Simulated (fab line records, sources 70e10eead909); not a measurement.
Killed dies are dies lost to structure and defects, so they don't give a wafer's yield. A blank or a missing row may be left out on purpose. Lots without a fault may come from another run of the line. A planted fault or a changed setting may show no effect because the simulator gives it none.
A struck lot beside a sound one | flow nand_harc | 14 steps out of a route of 1159
Sound: wafers L943.2, L943.5, L943.6. Struck: wafers L955.4, L955.5, L955.6. The cause comes at the end.
At each step with rows: each side's tool, then ch and its chambers, then its first start. Under that, the readings that differ: sound wafers | struck wafers | difference of the means | sigmas: that difference in standard deviations of wafers without a fault.
alike: readings whose means differ by less than 2 such deviations, and words and numbers that are the same on both sides. not compared: withheld readings, readings that some wafer has no value for, bounds like >300 that may hide the same value, and numbers for which the record gives no deviation and whose values overlap.
The two part at a step that has a row with sigmas, a row that says differs or no value, or rows on one side only. Numbers that don't overlap but have no deviation are shown without sigmas and don't part them. A reading that every wafer of one side lacks parts them only if that side has two wafers or more.

first, 1 step without rows for these wafers: NHARC_A_M1_PRE_CLEAN_30 (time 30 s).
NHARC_A_M1_PVD_20: deposits TaN, target thk 5 nm, time 8.06 s.
  sound on pvd_sputter-02; struck on pvd_sputter-03
  alike: throttle_valve_pct
then, 3 steps without rows for these wafers: NHARC_A_M1_PVD_21 (deposits Cu, target thk 30 nm, time 20.49 s); NHARC_A_M1_ECD_22 (material Cu, target thk 400 nm); NHARC_A_M1_ANNEAL_31 (time 90 s).
NHARC_A_M1_CMP_23: polishes, t overpolish 20 s, target thk 154.34 nm.
  sound on cmp-03 ch 1,2,3, day 19 23:01; struck on cmp-03 ch 2,3, day 22 17:38
  alike: motor_current_A, time_to_endpoint_s
NHARC_A_M1_THK_MEAS_24: measures by xrf.
  sound on film_metro-01, day 19 23:16; struck on film_metro-01, day 22 17:58
  alike: thk_nm
then, 1 step without rows for these wafers: NHARC_A_M1_SRD_25.
NHARC_A_M1_INSPECT_27:
  sound on defect_inspect-01, day 19 23:25; struck on defect_inspect-01, day 22 18:07
  alike: raw_defect_count
NHARC_A_M1_PRE_CLEAN_32: time 12 s.
  sound on pecvd-02 ch 0,1, day 19 23:29; struck on pecvd-03 ch 0,1,2, day 22 18:14
  reading            | sound       | struck      | difference | sigmas
  heater_power_w (W) | 556 567 575 | 649 798 690 | +146       | +3
  alike: heater_power_outer_w
NHARC_A_M1_DEP_33: deposits SiCN, target thk 30 nm.
  sound on pecvd-02 ch 0,1, day 19 23:34; struck on pecvd-03 ch 0,1,2, day 22 18:24
  reading            | sound       | struck      | difference | sigmas
  heater_power_w (W) | 531 538 522 | 571 746 629 | +118       | +3
  alike: chamber_pressure_Torr, heater_power_outer_w
NHARC_A_BONDPAD_DEP_00: deposits SiCN, target thk 250 nm.
  sound on pecvd-03 ch 0,2, day 20 00:34; struck on pecvd-03 ch 0,1,2, day 22 18:58
  no value came back on the struck wafers for chamber_pressure_Torr (Torr), heater_power_outer_w (W), heater_power_w (W); on the sound wafers chamber_pressure_Torr (Torr) reads 2.995 2.996 3.003
NHARC_A_BONDPAD_CMP_29: polishes SiCN, target thk 200 nm.
  sound on cmp-03 ch 0,2,3, day 20 01:01; struck on cmp-03 ch 1,2,3, day 22 19:18
  alike: motor_current_A
then, 1 step without rows for these wafers: NHARC_A_BONDPAD_SRD_31.

WHERE THEY PART
First at NHARC_A_M1_PRE_CLEAN_32; last, within this record, at NHARC_A_BONDPAD_DEP_00. Later steps at which nothing parts them and some readings are alike: NHARC_A_BONDPAD_CMP_29.

WHY: what the simulator had put in
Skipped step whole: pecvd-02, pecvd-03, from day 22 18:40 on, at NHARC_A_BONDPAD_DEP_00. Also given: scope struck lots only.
